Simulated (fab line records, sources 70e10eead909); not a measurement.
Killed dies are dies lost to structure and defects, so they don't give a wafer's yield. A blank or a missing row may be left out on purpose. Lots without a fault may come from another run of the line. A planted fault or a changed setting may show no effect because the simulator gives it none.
fab line records | flow nand_harc | part 1 of 2: steps 1 to 4 of 6
record lots=23 wafers=69 last_day=33
route steps=1302 shown A_STAIRCASE@703
lots that met no fault: from a run of the same line without faults
start_h: hours from the record's first day to the start of the lot's first wafer shown | wait_h: hours since the lot's step before | " the same as in the row above | L1.1+2: a row that stands for several wafers | - no value, or no start given | * or withheld: withheld | < > ~ a bound
route shown NAME@n: a module of which the file shows steps, and the number in the route of the first | usual: mean/standard deviation of fault-free wafers | same: alike in all rows | chamber/n: place in a boat | sites: the reading at each site | _std_site: their standard deviation | _edge_site: outer sites' mean less inner sites' | radius_mm: how far each site lies from the wafer's centre | mask NAME#n: copy n | behind: the tool/chamber that last shaped the wafer | hold: why the lot was held/for how many hours/how that ended | device: the transistor (n, p or np) that didn't switch | end of line: the same wafers' tests at the end of the route | a step without rows: its recipe alone | killed: dies lost to structure and defects at the first sort, not the wafer's yield | map: a wafer's dies, x killed, . not, _ none there
set.NAME: the setting as run; set.NAME@STEP: as run at that earlier step | model.NAME: the simulator's own value behind a step, which no gauge read
steps of the route over a sample of lots; a table a step, a row a wafer
services: from which hour (start_h, from the record's first day; less than 0 if before it) a tool's chamber was out of use, for how many hours, and why
## steps
# step NHARC_A_STAIRCASE_TRIM_189
# recipe time_s=211.2 o2_flow_sccm=500 ar_flow_sccm=0 bias_w=0 chemistry=O2
# usual drypump_motor_current_A=5.7/0.47 oes_product_au=1.000/0.014 rf_vpp_V=57.9/0.94 showerhead_plenum_p_Torr=3.58/0.16 throttle_valve_pct=17.036/0.0081
# columns lot.wafer tool chamber start_h wait_h drypump_motor_current_A oes_product_au rf_hours_counter_h rf_vpp_V showerhead_plenum_p_Torr throttle_valve_pct
L075.1 rie_diel-06 2 - - 5.6 0.995 14 55.3 3.44 17.035
L075.2 " 1 " " 5.4 1.016 15 56.1 3.80 17.043
L075.5 " 3 " " 4.8 1.002 - 57.2 3.33 17.039
L074.4 rie_diel-06 2 - - 5.6 0.992 16 57.5 3.44 17.031
L074.1 " 0 " " 6.0 0.991 14 58.3 3.42 17.036
L074.6 " 2 " " 5.6 0.993 - 58.8 3.44 17.038
L076.2 rie_diel-13 2 - - 5.4 1.002 7 57.5 3.65 17.026
L076.5 " 2 " " 5.4 0.997 - 58.4 3.65 17.051
L076.6 " 3 " " 5.9 0.991 - 58.7 3.80 17.036
L077.2 rie_diel-06 3 - - 4.8 0.981 19 59.0 3.33 17.022
L077.3 " 2 " " 5.6 0.986 24 57.2 3.43 17.043
L077.6 " 0 " " 6.0 0.998 - 56.1 3.42 17.034
L078.1 rie_diel-09 0 - - 5.7 1.032 22 59.2 3.76 17.028
L078.3 " 2 " " 5.1 1.008 21 56.5 3.28 17.018
L078.6 " 1 " " 6.1 0.987 - 57.5 3.50 17.043
L079.2 rie_diel-09 2 - - 5.1 1.011 21 58.5 3.28 17.027
L079.1 " 3 " " 5.2 0.991 23 57.0 3.47 17.032
L079.6 " 2 " " 5.1 1.020 - 58.4 3.28 17.043
L081.4 rie_diel-06 3 - - 4.8 0.970 31 58.1 3.32 17.046
L081.3 " 0 " " 6.0 1.003 34 57.8 3.41 17.049
L081.2 " 1 " " 5.4 1.006 36 58.2 3.79 17.022
L080.2 rie_diel-06 1 - - 5.4 1.014 36 59.8 3.79 17.042
L080.4 " 2 " " 5.6 1.004 37 58.4 3.42 17.035
L080.3 " 3 " " 4.8 0.977 32 57.6 3.32 17.029
L082.3 rie_diel-13 0 - - 6.0 0.998 34 58.7 3.64 17.034
L082.5 " 0 " " 6.0 1.006 - 57.8 3.64 17.043
L082.6 " 1 " " 6.5 0.995 - 57.2 3.64 17.041
L084.1 rie_diel-13 1 - - 6.4 0.990 31 59.4 3.63 17.039
L084.3 " 3 " " 5.9 0.988 41 58.3 3.78 17.050
L084.5 " 0 " " 6.0 0.995 - 56.8 3.64 17.048
L085.2 rie_diel-13 2 - - 5.4 0.980 37 57.6 3.64 17.045
L085.1 " 0 " " 6.0 1.008 45 56.9 3.64 17.048
L085.3 " 1 " " 6.5 1.008 33 58.3 3.63 17.034
L086.2 rie_diel-09 1 - - 6.1 1.001 43 58.0 3.49 17.051
L086.1 " 2 " " 5.1 1.003 43 58.9 3.27 17.034
L086.6 " 0 " " 5.7 1.012 - 57.2 3.75 17.029
L089.2 rie_diel-06 1 - - 5.4 1.030 4 58.0 3.78 17.047
L089.3 " 2 " " 5.6 1.008 2 57.0 3.41 17.031
L089.4 " 0 " " 6.0 1.019 4 57.1 3.40 17.026
L088.4 rie_diel-13 0 - - 6.0 1.012 56 59.3 3.63 17.028
L088.3 " 1 " " 6.5 1.007 45 58.8 3.63 17.040
L088.6 " 3 " " 5.9 0.993 - 60.0 3.78 17.043
L087.2 rie_diel-06 0 - - 6.0 1.012 8 56.4 3.40 17.037
L087.1 " 2 " " 5.6 1.008 6 56.5 3.41 17.035
L087.6 " 3 " " 4.8 0.979 - 58.1 3.31 17.040
L090.2 rie_diel-13 1 - - 6.4 0.990 52 58.4 3.62 17.031
L090.5 " 0 " " 6.0 1.018 - 57.5 3.63 17.042
L090.6 " 1 " " 6.4 1.005 - 56.2 3.62 17.040
L091.2 rie_diel-09 2 - - 5.0 0.983 9 59.2 3.80 17.028
L091.4 " 0 " " 5.7 0.979 10 57.7 3.74 17.034
L091.5 " 1 " " 6.1 1.018 - 58.9 3.48 17.032
L092.4 rie_diel-13 1 - - 6.5 1.007 4 56.8 3.62 17.037
L092.6 " 1 " " 6.5 1.010 - 57.3 3.62 17.032
L092.5 " 2 " " 5.4 1.001 - 58.0 3.62 17.041
L093.2 rie_diel-13 3 - - 5.9 0.996 7 58.0 3.77 17.039
L093.4 " 3 " " 5.9 0.989 - 58.7 3.77 17.035
L093.6 " 2 " " 5.4 1.007 - 59.7 3.62 17.037
L094.2 rie_diel-13 3 - - 5.9 0.980 7 57.7 3.77 17.048
L094.4 " 2 " " 5.4 1.001 - 57.9 3.62 17.031
L094.5 " 1 " " 6.5 1.001 - 59.0 3.62 17.042
L095.2 rie_diel-09 2 - - 5.1 0.975 19 58.1 3.80 17.026
L095.1 " 3 " " 5.2 0.984 18 58.9 3.45 17.015
L095.5 " 0 " " 5.7 0.978 - 60.2 3.73 17.033
L097.2 rie_diel-06 1 - - 5.4 1.018 36 59.1 3.76 17.027
L097.1 " 3 " " 4.8 0.974 22 56.9 3.30 17.043
L097.3 " 0 " " 6.0 1.020 37 57.5 3.38 17.046
L096.3 rie_diel-13 1 - - 6.5 1.002 19 57.6 3.61 17.033
L096.6 " 0 " " 6.0 1.038 - 57.9 3.62 17.030
L096.5 " 1 " " 6.4 1.015 - 58.0 3.61 17.032
# step NHARC_A_STAIRCASE_ETCH_192
# recipe target_depth_a=1000 time_s=40.5 ion_energy_ev=400 c4f8_flow_sccm=20 o2_flow_sccm=10 ar_flow_sccm=withheld rf_w=600 bias_w=1000 chemistry=C4F8/O2
# usual oes_product_au=0.943/0.013 rf_vpp_V=898/6
# columns lot.wafer tool chamber start_h wait_h oes_product_au rf_hours_counter_h rf_vpp_V
L075.2 rie_diel-06 3 - - 0.940 12 889
L075.1 " 1 " " 0.958 15 905
L075.5 " 3 " " 0.933 - 890
L074.4 rie_diel-06 3 - - 0.947 13 889
L074.1 " 2 " " 0.938 16 893
L074.6 " 0 " " 0.944 - 894
L076.2 rie_diel-13 3 - - 0.947 10 907
L076.5 " 3 " " 0.938 - 905
L076.6 " 0 " " 0.949 - 901
L077.3 rie_diel-06 0 - - 0.932 20 891
L077.2 " 2 " " 0.953 24 892
L077.6 " 3 " " 0.939 - 889
L078.1 rie_diel-09 0 - - 0.955 23 903
L078.3 " 2 " " 0.949 21 888
L078.6 " 3 " " 0.932 - 895
L079.2 rie_diel-09 3 - - 0.938 23 894
L079.1 " 2 " " 0.959 21 887
L079.6 " 3 " " 0.931 - 894
L081.2 rie_diel-06 2 - - 0.938 37 893
L081.3 " 3 " " 0.899 32 887
L081.4 " 1 " " 0.955 36 904
L080.2 rie_diel-06 2 - - 0.926 37 893
L080.4 " 3 " " 0.916 32 888
L080.3 " 0 " " 0.945 34 893
L082.3 rie_diel-13 2 - - 0.922 29 899
L082.6 " 1 " " 0.956 - 900
L082.5 " 2 " " 0.934 - 900
L084.1 rie_diel-13 3 - - 0.950 41 905
L084.3 " 1 " " 0.945 32 901
L084.5 " 0 " " 0.948 - 902
L085.1 rie_diel-13 1 - - 0.949 33 899
L085.3 " 2 " " 0.935 37 901
L085.2 " 0 " " 0.948 45 899
L086.1 rie_diel-09 3 - - 0.948 42 893
L086.2 " 0 " " 0.948 42 905
L086.6 " 0 " " 0.952 - 904
L089.3 rie_diel-06 0 - - 0.959 4 891
L089.2 " 1 " " 0.965 4 904
L089.4 " 3 " " 0.929 2 888
L088.3 rie_diel-13 3 - - 0.926 45 906
L088.4 " 0 " " 0.942 56 899
L088.6 " 0 " " 0.937 - 900
L087.1 rie_diel-06 1 - - 0.967 9 904
L087.2 " 2 " " 0.956 6 892
L087.6 " 2 " " 0.941 - 893
L090.2 rie_diel-13 0 - - 0.948 64 899
L090.5 " 2 " " 0.946 - 900
L090.6 " 3 " " 0.939 - 906
L091.2 rie_diel-09 3 - - 0.945 8 894
L091.4 " 2 " " 0.922 9 906
L091.5 " 3 " " 0.937 - 894
L092.4 rie_diel-13 0 - - 0.981 4 897
L092.5 " 2 " " 0.936 - 900
L092.6 " 3 " " 0.928 - 906
L093.2 rie_diel-13 2 - - 0.938 8 900
L093.6 " 3 " " 0.924 - 906
L093.4 " 1 " " 0.947 - 899
L094.2 rie_diel-13 1 - - 0.951 9 899
L094.5 " 1 " " 0.942 - 898
L094.4 " 3 " " 0.932 - 904
L095.2 rie_diel-09 2 - - 0.929 19 906
L095.1 " 3 " " 0.949 18 893
L095.5 " 2 " " 0.933 - 905
L097.3 rie_diel-06 1 - - 0.945 36 904
L097.1 " 2 " " 0.943 34 890
L097.2 " 0 " " 0.955 37 889
L096.3 rie_diel-13 1 - - 0.956 20 899
L096.6 " 0 " " 0.981 - 900
L096.5 " 1 " " 0.955 - 900
# step NHARC_A_STAIRCASE_TRIM_220
# recipe time_s=211.2 o2_flow_sccm=500 ar_flow_sccm=0 bias_w=0 chemistry=O2
# usual drypump_motor_current_A=5.5/0.43 oes_product_au=0.999/0.015 rf_vpp_V=57.7/0.96 showerhead_plenum_p_Torr=3.53/0.18 throttle_valve_pct=17.037/0.0087
# columns lot.wafer tool chamber start_h wait_h drypump_motor_current_A oes_product_au rf_hours_counter_h rf_vpp_V showerhead_plenum_p_Torr throttle_valve_pct
L075.1 rie_diel-06 0 363.84 0.1 6.0 0.988 13 58.6 3.43 17.034
L075.2 " 1 " " 5.4 1.014 15 59.5 3.80 17.037
L075.5 " 3 " " 4.8 0.978 - 56.9 3.33 17.043
L074.4 rie_diel-09 2 371.25 0.3 5.0 1.016 13 55.7 3.29 17.028
L074.1 " 3 " " 5.2 0.979 14 58.3 3.48 17.049
L074.6 " 3 " " 5.2 0.986 - 56.3 3.48 17.041
L076.2 rie_diel-06 3 383.28 0.1 4.8 0.981 18 57.1 3.33 17.047
L076.6 " 0 " " 6.0 0.990 - 57.9 3.42 17.032
L076.5 " 1 " " 5.4 1.003 - 57.6 3.79 17.024
L077.2 rie_diel-06 3 390.81 0.1 4.7 0.981 20 57.3 3.33 17.043
L077.3 " 1 " " 5.4 0.997 25 59.4 3.79 17.033
L077.6 " 0 " " 6.0 0.996 - 57.5 3.42 17.038
L078.1 rie_diel-13 2 403.50 0.1 5.4 0.990 15 57.4 3.65 17.044
L078.3 " 0 " " 6.0 1.007 21 58.6 3.65 17.041
L078.6 " 3 " " 5.9 0.996 - 56.2 3.80 17.048
L079.1 rie_diel-06 3 404.03 0.2 4.8 0.976 24 58.3 3.33 17.053
L079.2 " 0 " " 6.0 0.987 26 57.3 3.42 17.036
L079.6 " 3 " " 4.8 0.980 - 57.6 3.33 17.042
L081.2 rie_diel-09 2 434.27 0.1 5.0 1.001 31 55.7 3.28 17.021
L081.3 " 3 " " 5.2 0.978 32 58.6 3.47 17.031
L081.4 " 0 " " 5.7 1.018 32 56.2 3.76 17.037
L080.4 rie_diel-09 2 434.85 0.1 5.0 1.011 31 57.9 3.28 17.056
L080.3 " 3 " " 5.2 0.988 32 55.7 3.47 17.042
L080.2 " 0 " " 5.7 1.010 32 59.0 3.76 17.034
L082.3 rie_diel-09 1 447.68 0.1 6.1 0.981 35 58.3 3.49 17.044
L082.6 " 0 " " 5.7 1.016 - 57.6 3.76 17.043
L082.5 " 1 " " 6.1 0.985 - 59.1 3.49 17.051
L084.3 rie_diel-06 0 466.90 0.1 6.0 1.022 45 57.8 3.41 17.031
L084.1 " 1 " " 5.4 1.020 45 59.7 3.78 17.043
L084.5 " 2 " " 5.6 1.008 - 56.6 3.42 17.047
L085.2 rie_diel-06 2 472.51 0.1 5.6 1.012 52 57.3 3.42 17.049
L085.1 " 3 " " 4.8 0.976 49 56.9 3.31 17.019
L085.3 " 0 " " 6.0 1.013 47 58.3 3.41 17.037
L086.1 rie_diel-06 1 477.72 0.1 5.4 1.011 50 59.4 3.78 17.027
L086.2 " 2 " " 5.5 0.991 54 58.1 3.42 17.045
L086.6 " 1 " " 5.5 1.016 - 58.9 3.78 17.032
L089.3 rie_diel-13 0 502.93 0.1 6.0 1.003 56 56.9 3.63 17.024
L089.4 " 1 " " 6.4 1.011 46 58.4 3.63 17.042
L089.2 " 2 " " 5.4 0.993 49 58.1 3.63 17.028
L088.3 rie_diel-06 1 503.69 0.1 5.4 1.024 5 58.5 3.77 17.051
L088.4 " 3 " " 4.8 0.969 3 56.1 3.31 17.033
L088.6 " 0 " " 6.0 0.997 - 57.4 3.40 17.033
L087.2 rie_diel-13 1 516.47 0.1 6.4 1.012 51 57.7 3.62 17.040
L087.1 " 2 " " 5.4 0.994 55 57.9 3.63 17.054
L087.6 " 1 " " 6.4 1.016 - 57.8 3.62 17.037
L090.2 rie_diel-09 1 523.35 0.1 6.1 1.008 6 58.1 3.48 17.037
L090.6 " 3 " " 5.2 1.006 - 58.5 3.46 17.049
L090.5 " 0 " " 5.7 0.972 - 57.8 3.74 17.040
L091.2 rie_diel-13 0 536.16 0.1 6.0 1.028 1 58.5 3.62 17.021
L091.4 " 2 " " 5.4 1.005 2 57.1 3.62 17.038
L091.5 " 0 " " 6.0 1.021 - 59.0 3.62 17.038
L092.4 rie_diel-06 0 546.96 0.1 6.0 1.002 - 58.1 3.39 17.044
L092.5 " 1 " " 5.4 1.019 - 58.3 3.76 17.022
L092.6 " 2 " " 5.6 1.000 - 57.4 3.40 17.048
L093.2 rie_diel-06 1 564.92 0.1 5.4 1.029 28 59.0 3.76 17.047
L093.4 " 0 " " 6.0 1.016 - 57.3 3.39 17.041
L093.6 " 1 " " 5.4 1.026 - 58.9 3.76 17.037
L094.4 rie_diel-09 3 565.07 0.1 5.2 0.990 17 57.3 3.45 17.019
L094.2 " 0 " " 5.7 0.987 20 58.7 3.74 17.048
L094.5 " 1 " " 6.1 1.011 - 59.6 3.47 17.038
L095.1 rie_diel-06 2 570.87 0.1 5.6 0.998 31 57.3 3.40 17.034
L095.2 " 1 " " 5.4 1.008 32 57.2 3.76 17.036
L095.5 " 0 " " 6.0 1.016 - 57.4 3.39 17.047
L097.1 rie_diel-09 1 584.55 0.1 6.1 1.015 29 58.5 3.47 17.047
L097.2 " 2 " " 5.1 1.005 25 57.4 3.79 17.058
L097.3 " 3 " " 5.2 0.992 26 56.4 3.44 17.040
L096.3 rie_diel-06 1 586.45 0.1 5.5 1.007 38 57.8 3.76 17.023
L096.6 " 2 " " 5.6 1.000 - 58.3 3.39 17.039
L096.5 " 3 " " 4.8 0.968 - 57.9 3.30 17.045
# step NHARC_A_STAIRCASE_TRIM_222
# recipe time_s=211.2 o2_flow_sccm=500 ar_flow_sccm=0 bias_w=0 chemistry=O2
# usual drypump_motor_current_A=5.6/0.45 oes_product_au=1.001/0.015 rf_vpp_V=57.7/0.97 showerhead_plenum_p_Torr=3.54/0.17 throttle_valve_pct=17.035/0.0076
# columns lot.wafer tool chamber start_h wait_h drypump_motor_current_A oes_product_au rf_hours_counter_h rf_vpp_V showerhead_plenum_p_Torr throttle_valve_pct
L075.1 rie_diel-06 1 - - 5.4 1.019 16 58.0 3.80 17.029
L075.2 " 3 " " 4.8 1.001 13 58.2 3.33 17.050
L075.5 " 1 " " 5.4 1.018 - 57.3 3.80 17.036
L074.1 rie_diel-09 1 - - 6.1 0.995 13 57.1 3.50 17.033
L074.4 " 2 " " 5.1 1.016 14 56.6 3.29 17.037
L074.6 " 0 " " 5.7 1.010 - 56.9 3.77 17.030
L076.2 rie_diel-06 2 - - 5.6 1.004 23 57.8 3.43 17.032
L076.5 " 3 " " 4.8 0.993 - 57.9 3.33 17.049
L076.6 " 0 " " 6.0 0.997 - 57.4 3.42 17.027
L077.2 rie_diel-06 2 - - 5.5 0.998 25 59.4 3.43 17.042
L077.3 " 1 " " 5.4 1.009 25 58.0 3.79 17.041
L077.6 " 2 " " 5.6 1.001 - 57.0 3.43 17.053
L079.1 rie_diel-06 2 - - 5.5 1.000 29 57.8 3.43 17.037
L079.2 " 3 " " 4.8 0.976 24 56.7 3.33 17.038
L079.6 " 3 " " 4.8 0.982 - 57.9 3.33 17.029
L078.3 rie_diel-13 2 - - 5.4 1.006 19 57.9 3.65 17.041
L078.1 " 3 " " 5.9 0.982 23 58.1 3.79 17.032
L078.6 " 0 " " 6.0 1.003 - 59.0 3.65 17.041
L081.4 rie_diel-09 1 - - 6.1 0.982 31 58.5 3.49 17.041
L081.3 " 3 " " 5.2 0.984 32 58.3 3.47 17.041
L081.2 " 0 " " 5.7 1.009 32 58.1 3.76 17.044
L080.3 rie_diel-09 3 - - 5.2 0.995 32 58.1 3.47 17.038
L080.2 " 0 " " 5.7 1.018 32 58.4 3.76 17.029
L080.4 " 1 " " 6.1 0.988 32 57.4 3.49 17.039
L082.3 rie_diel-09 1 - - 6.1 0.973 35 57.1 3.49 17.025
L082.5 " 3 " " 5.2 0.984 - 56.7 3.47 17.038
L082.6 " 0 " " 5.7 0.994 - 57.9 3.76 17.040
L084.3 rie_diel-06 3 - - 4.8 0.973 45 57.3 3.31 17.038
L084.1 " 2 " " 5.6 1.015 48 58.3 3.42 17.024
L084.5 " 3 " " 4.8 0.965 - 57.0 3.31 17.031
L085.1 rie_diel-06 0 - - 6.0 1.011 47 58.3 3.41 17.029
L085.3 " 2 " " 5.5 1.003 52 56.7 3.42 17.021
L085.2 " 3 " " 4.8 0.975 49 56.8 3.31 17.042
L086.1 rie_diel-06 2 - - 5.6 1.009 55 58.4 3.41 17.037
L086.2 " 3 " " 4.8 0.970 52 56.4 3.31 17.015
L086.6 " 1 " " 5.4 1.033 - 58.4 3.78 17.034
L089.2 rie_diel-13 1 - - 6.4 1.009 46 58.8 3.62 17.035
L089.4 " 3 " " 5.9 0.987 45 60.0 3.78 17.023
L089.3 " 0 " " 6.0 1.009 57 57.7 3.63 17.033
L088.4 rie_diel-06 1 - - 5.4 1.022 6 58.0 3.77 17.035
L088.3 " 0 " " 6.0 1.007 5 55.6 3.40 17.035
L088.6 " 1 " " 5.4 1.031 - 58.3 3.77 17.036
L087.1 rie_diel-13 1 - - 6.5 1.004 51 59.0 3.62 17.031
L087.2 " 0 " " 6.0 1.011 63 58.7 3.63 17.038
L087.6 " 1 " " 6.5 1.001 - 58.5 3.62 17.035
L090.2 rie_diel-09 1 - - 6.1 1.011 6 57.4 3.48 17.037
L090.6 " 1 " " 6.1 1.014 - 58.1 3.48 17.040
L090.5 " 2 " " 5.1 0.989 - 58.2 3.81 17.032
L091.4 rie_diel-13 2 - - 5.4 1.000 2 57.6 3.62 17.040
L091.2 " 0 " " 6.0 1.018 1 56.8 3.63 17.032
L091.5 " 1 " " 6.5 0.997 - 59.4 3.62 17.032
L092.4 rie_diel-06 0 - - 6.0 1.026 - 57.6 3.39 17.031
L092.5 " 1 " " 5.4 1.035 - 57.7 3.76 17.027
L092.6 " 2 " " 5.5 1.013 - 56.7 3.40 17.033
L094.4 rie_diel-09 3 - - 5.2 0.984 17 57.5 3.45 17.027
L094.2 " 2 " " 5.1 0.991 18 59.2 3.80 17.062
L094.5 " 0 " " 5.7 0.981 - 58.4 3.74 17.032
L093.2 rie_diel-06 1 - - 5.4 1.020 32 56.1 3.76 17.036
L093.4 " 2 " " 5.6 0.999 - 56.2 3.40 17.036
L093.6 " 0 " " 6.0 0.999 - 58.3 3.39 17.027
L095.1 rie_diel-06 0 - - 6.0 1.017 34 55.6 3.39 17.029
L095.2 " 2 " " 5.6 1.007 31 57.4 3.40 17.047
L095.5 " 0 " " 6.0 1.011 - 57.6 3.39 17.031
L097.2 rie_diel-09 3 - - 5.2 0.993 26 56.8 3.44 17.040
L097.3 " 0 " " 5.7 0.983 30 58.9 3.73 17.032
L097.1 " 1 " " 6.1 1.016 29 56.7 3.47 17.019
L096.3 rie_diel-06 1 - - 5.5 1.012 38 58.6 3.76 17.037
L096.6 " 0 " " 6.0 1.018 - 57.1 3.38 17.025
L096.5 " 1 " " 5.4 1.018 - 59.4 3.76 17.046
